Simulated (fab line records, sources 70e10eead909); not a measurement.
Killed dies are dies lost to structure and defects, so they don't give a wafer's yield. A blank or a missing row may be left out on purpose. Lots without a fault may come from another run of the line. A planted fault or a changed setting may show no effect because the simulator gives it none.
Which tool did it? | flow nand_harc | 12 lots, 36 wafers sampled, at 4 steps of a route of 1302

WHAT THE GAUGES READ, wafer by wafer
NHARC_A_BLC_INSPECT_28.
lot  | measured     | on                | raw_defect_count
L629 | day 23 07:23 | defect_inspect-02 | 334 304 391
L630 | day 23 09:19 | defect_inspect-01 | 429 704 419
L632 | day 23 15:14 | defect_inspect-02 | 573 668 604
L634 | day 24 05:08 | defect_inspect-02 | 479 540 545
L633 | day 24 12:08 | defect_inspect-01 | 525 503 468
L635 | day 26 14:56 | defect_inspect-01 | 410 536 518
L637 | day 26 15:40 | defect_inspect-02 | 455 485 807
L642 | day 28 03:49 | defect_inspect-01 | 507 635 487
L647 | day 30 05:44 | defect_inspect-01 | 687 677 859
L651 | day 31 20:15 | defect_inspect-01 | 481 429 370
L650 | day 32 03:41 | defect_inspect-01 | 499 608 587
L649 | day 32 21:13 | defect_inspect-02 | 422 383 531

NHARC_A_M0_THK_MEAS_24: measures by xrf.
lot  | measured     | on            | thk_nm (nm)
L629 | day 23 10:41 | film_metro-01 | 112.2 111.1 111.5
L630 | day 23 12:46 | film_metro-01 | 112.4 114.2 115.1
L632 | day 23 18:38 | film_metro-01 | 114.0 113.6 114.8
L634 | day 24 08:32 | film_metro-01 | 112.4 116.6 108.4
L633 | day 24 15:33 | film_metro-02 | 111.6 113.1 111.6
L635 | day 26 18:25 | film_metro-02 | 112.5 112.1 110.8
L637 | day 26 18:56 | film_metro-01 | 114.2 111.4 111.9
L642 | day 28 07:13 | film_metro-02 | 115.6 112.8 114.0
L647 | day 30 09:10 | film_metro-02 | 113.8 110.8 110.8
L651 | day 31 23:40 | film_metro-02 | 114.8 115.7 115.1
L650 | day 32 20:28 | film_metro-01 | 113.7 113.6 112.3
L649 | day 33 00:37 | film_metro-02 | 111.2 114.4 113.3

WHICH TOOL RAN EACH LOT (tool, then ch and the chambers of the sampled wafers, then the start)
lot  | NHARC_A_M0_ECD_22              | NHARC_A_M0_CMP_23
L629 | ecd_cu-02 ch 0,1, day 23 09:39 | cmp-01 ch 1,2,3, day 23 10:26
L630 | ecd_cu-02 ch 0,1, day 23 11:42 | cmp-01 ch 0,1,3, day 23 12:28
L632 | ecd_cu-02 ch 0,1, day 23 17:36 | cmp-03 ch 0,1,2, day 23 18:22
L634 | ecd_cu-01 ch 0,1, day 24 07:29 | cmp-04 ch 0,2,3, day 24 08:13
L633 | ecd_cu-02 ch 0,1, day 24 14:34 | cmp-01 ch 0,2,3, day 24 15:19
L635 | ecd_cu-01 ch 0,1, day 26 17:19 | cmp-04 ch 0,1,2, day 26 18:06
L637 | ecd_cu-02 ch 0,1, day 26 17:54 | cmp-01 ch 0,2,3, day 26 18:38
L642 | ecd_cu-01 ch 0,1, day 28 06:14 | cmp-01 ch 1,3, day 28 06:56
L647 | ecd_cu-02 ch 0,1, day 30 08:10 | cmp-03 ch 0,1, day 30 08:50
L651 | ecd_cu-01 ch 0,1, day 31 22:38 | cmp-03 ch 0,1,3, day 31 23:25
L650 | ecd_cu-02 ch 0,1, day 32 19:25 | cmp-01 ch 1,2,3, day 32 20:08
L649 | ecd_cu-02 ch 0,1, day 32 23:41 | cmp-03 ch 0,1,2, day 33 00:22
- NHARC_A_M0_ECD_22: material Cu, target thk 400 nm.
- NHARC_A_M0_CMP_23: polishes, t overpolish 20 s, target thk 113.75 nm.

WHAT THE TOOLS THEMSELVES READ (means of the sampled wafers that have a number; where no wafer has one, the mark that the record gives instead)
NHARC_A_M0_ECD_22.
lot  | tool      | bath_heat_duty_pct (%)
L629 | ecd_cu-02 | 6.7
L630 | ecd_cu-02 | 6.2
L632 | ecd_cu-02 | 6.3
L634 | ecd_cu-01 | 6.7
L633 | ecd_cu-02 | 6.7
L635 | ecd_cu-01 | 6.0
L637 | ecd_cu-02 | 6.7
L642 | ecd_cu-01 | 6.6
L647 | ecd_cu-02 | 6.4
L651 | ecd_cu-01 | 6.5
L650 | ecd_cu-02 | 6.1
L649 | ecd_cu-02 | 6.6

NHARC_A_M0_CMP_23.
lot  | tool   | motor_current_A (A) | pad_life_wafers | slurry_filter_dp_kPa (kPa) | time_to_endpoint_s (s)
L629 | cmp-01 | 11.5                | 194             | 13.42                      | 28.2
L630 | cmp-01 | 12.1                | 205             | 13.34                      | 26.7
L632 | cmp-03 | 12.1                | 308             | 13.47                      | 29.0
L634 | cmp-04 | 11.6                | 205             | 13.57                      | 29.1
L633 | cmp-01 | 11.6                | 327             | 13.53                      | 27.2
L635 | cmp-04 | 11.7                | 8               | 13.39                      | 25.6
L637 | cmp-01 | 11.8                | 163             | 13.49                      | 26.8
L642 | cmp-01 | 11.0                | 314             | 13.60                      | 29.1
L647 | cmp-03 | 12.7                | 192             | 13.50                      | 38.8
L651 | cmp-03 | 12.4                | 290             | 13.38                      | 32.1
L650 | cmp-01 | 11.3                | 271             | 13.52                      | 26.6
L649 | cmp-03 | 11.8                | 32              | 13.57                      | 29.3

THE ANSWER, worked out from the rows above alone
Rule: what is usual is taken from the lots themselves. Put in order of their means at a reading, lots are off if they are a third of the lots or fewer, leave a main group of 4 or more, and stand apart from it by a gap of 3 or more times the standard deviation of the main group's means; of several such gaps the widest counts. A main group whose means are all the same, to the digits that the tables above print for the reading, isn't used. A lot without any number at a reading at which 4 lots or more have one is off too. The other lots that the step has rows for count as sound. The gauges are gone through in route order, then the tools' own readings, and for those a lot's mean is taken as printed above. The first step at which some lot is off is used, and at that step the reading that is off furthest; a lot without a number counts as furthest.
Off: L647, at NHARC_A_M0_CMP_23 (time_to_endpoint_s). The main group: mean 28.2 s, standard deviation 1.7.
A tool fits if, at that step or a process step before it, it ran every lot that is off, and no sound lot after the first of them. None of those tried fits.

WHAT THE SIMULATOR HAD PUT IN
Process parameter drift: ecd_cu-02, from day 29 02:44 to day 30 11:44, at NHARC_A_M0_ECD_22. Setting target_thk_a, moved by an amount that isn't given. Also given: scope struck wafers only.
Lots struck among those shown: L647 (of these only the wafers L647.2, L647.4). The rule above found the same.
